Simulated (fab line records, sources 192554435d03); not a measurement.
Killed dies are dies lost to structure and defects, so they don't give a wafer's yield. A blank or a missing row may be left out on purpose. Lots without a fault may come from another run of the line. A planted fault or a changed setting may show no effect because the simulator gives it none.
Chamber matching | flow n5_finfet | N5_PMOS_HMC_CHANNEL_EPI_HM_DEP_34 on pecvd-02: 3 sister chambers
The step deposits SiO2 from TEOS/O2, target thk 36 nm, time 6.9 s. 18 wafers are shown with their chamber, then 9 later ones without.

WAFERS WITH THEIR CHAMBER
wafer  | chamber | throttle_valve_pct (%) | showerhead_plenum_p_Torr (Torr) | heater_power_w (W)
L075.3 | 2       | 18.3                   | 8.30                            | 602
L075.4 | 2       | 18.4                   | 8.32                            | 613
L075.5 | 0       | 19.0                   | 8.32                            | 470
L077.3 | 1       | 19.7                   | 8.36                            | 667
L077.4 | 0       | 18.7                   | 8.34                            | 529
L077.5 | 2       | 18.4                   | 8.31                            | 594
L080.2 | 1       | 19.4                   | 8.38                            | 672
L080.3 | 0       | 18.8                   | 8.32                            | 537
L080.4 | 0       | 18.8                   | 8.32                            | 517
L082.1 | 1       | 19.4                   | 8.38                            | 653
L082.3 | 2       | 18.4                   | 8.30                            | 526
L082.4 | 1       | 19.7                   | 8.37                            | 663
L085.1 | 0       | 18.9                   | 8.33                            | 496
L085.2 | 1       | 19.7                   | 8.38                            | 632
L085.6 | 0       | 18.9                   | 8.33                            | 496
L086.3 | 1       | 19.7                   | 8.36                            | 607
L086.4 | 2       | 18.2                   | 8.31                            | 554
L086.5 | 1       | 19.7                   | 8.36                            | 610

SIGNATURES (means of the wafers above)
reading                  | chamber 0 | chamber 1 | chamber 2 | scatter within a chamber
throttle_valve_pct       | 18.850    | 19.614    | 18.340    | 0.12
showerhead_plenum_p_Torr | 8.3267    | 8.3700    | 8.3080    | 0.00899
heater_power_w           | 507.50    | 643.43    | 577.80    | 29.3
Rule: a wafer's distance from a chamber is the root of the sum, over the readings, of the square of ((its reading less the chamber's mean) divided by the reading's scatter). The wafer belongs to the nearest chamber; if the next one is less than 2 further off, it can't be placed. The scatter: the root of (the sum of the squares of (reading less its chamber's mean) over the shown wafers, divided by (wafers less chambers)).

WAFERS WITHOUT THEIR CHAMBER
wafer  | throttle_valve_pct (%) | showerhead_plenum_p_Torr (Torr) | heater_power_w (W)
L087.3 | 18.6                   | 8.30                            | 513
L087.4 | 19.6                   | 8.36                            | 538
L087.5 | 18.8                   | 8.34                            | 534
L093.1 | 18.9                   | 8.35                            | 540
L093.4 | 19.6                   | 8.35                            | 620
L093.5 | 18.5                   | 8.32                            | 516
L097.2 | 19.5                   | 8.36                            | 681
L097.4 | 18.6                   | 8.32                            | 568
L097.5 | 18.6                   | 8.32                            | 515

WHICH CHAMBER EACH WENT THROUGH
wafer  | from the rows above     | in truth
L087.3 | can't be placed: 2 or 0 | 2
L087.4 | 1                       | 1
L087.5 | 0                       | 0
L093.1 | 0                       | 0
L093.4 | 1                       | 1
L093.5 | can't be placed: 2 or 0 | 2
L097.2 | 1                       | 1
L097.4 | can't be placed: 2 or 0 | 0
L097.5 | can't be placed: 0 or 2 | 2
Placed correctly: 5 of 9. Can't be placed from these rows: 4 (the true chamber is among the candidates in 4). Placed wrongly: 0.
